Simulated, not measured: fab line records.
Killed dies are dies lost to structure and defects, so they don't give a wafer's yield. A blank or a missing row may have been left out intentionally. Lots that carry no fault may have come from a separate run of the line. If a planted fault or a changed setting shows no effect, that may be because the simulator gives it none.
Chamber matching + flow n5 finfet + N5_BEOL_M3_ALD_84 on ald metal-04: 4 sister chambers
The step deposits TaN, pulse time 2 s, purge time 3 s, co reactant purge time 2 s. 20 wafers are shown with their chamber, then 10 later ones without.

## WAFERS, EACH WITH ITS CHAMBER
| wafer  | chamber | heater power w (W) |
|--------|---------|--------------------|
| L075.2 | 1       | 468                |
| L075.4 | 0       | 324                |
| L075.6 | 3       | 410                |
| L077.1 | 3       | 392                |
| L077.2 | 1       | 462                |
| L077.6 | 1       | 460                |
| L079.1 | 3       | 399                |
| L079.2 | 2       | 355                |
| L079.3 | 1       | 473                |
| L081.1 | 3       | 396                |
| L081.5 | 3       | 396                |
| L081.6 | 2       | 346                |
| L084.1 | 2       | 354                |
| L084.3 | 0       | 336                |
| L084.4 | 3       | 401                |
| L088.3 | 3       | 405                |
| L088.5 | 2       | 353                |
| L088.6 | 1       | 466                |
| L087.1 | 3       | 413                |
| L087.2 | 0       | 329                |

SIGNATURES (means of the wafers above)
| reading        | chamber 0 | chamber 1 | chamber 2 | chamber 3 | scatter within a chamber |
|----------------|-----------|-----------|-----------|-----------|--------------------------|
| heater power w | 329.67    | 465.80    | 352.00    | 401.50    | 6.13                     |
Rule: for each reading, subtract the chamber's mean from the wafer's reading, divide by that reading's scatter and square the result; add these up over the readings and take the root, which gives the wafer's distance from the chamber. If the next closest chamber is less than 2 further off than the closest, the wafer can't be placed; otherwise it belongs to the closest. How the scatter is found: for the shown wafers, subtract from each reading the mean of its chamber, square and add these, divide the total by (wafers less chambers), then take the root.

## WAFERS WITHOUT THEIR CHAMBER
| wafer  | heater power w (W) |
|--------|--------------------|
| L087.3 | 468                |
| L090.2 | 347                |
| L090.4 | 413                |
| L090.6 | 402                |
| L094.2 | 456                |
| L094.3 | 340                |
| L094.5 | 347                |
| L093.1 | 414                |
| L093.2 | 469                |
| L093.3 | 339                |

## WHICH CHAMBER EACH WENT THROUGH
| wafer  | from the rows above     | in truth |
|--------|-------------------------|----------|
| L087.3 | 1                       | 1        |
| L090.2 | 2                       | 2        |
| L090.4 | 3                       | 3        |
| L090.6 | 3                       | 3        |
| L094.2 | 1                       | 1        |
| L094.3 | can't be placed: 0 or 2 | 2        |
| L094.5 | 2                       | 2        |
| L093.1 | 3                       | 3        |
| L093.2 | 1                       | 1        |
| L093.3 | can't be placed: 0 or 2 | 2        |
Correctly placed: 8 of 10. Cannot be placed on the basis of these rows: 2; the candidates contain the true chamber in 2. Wrongly placed: 0.
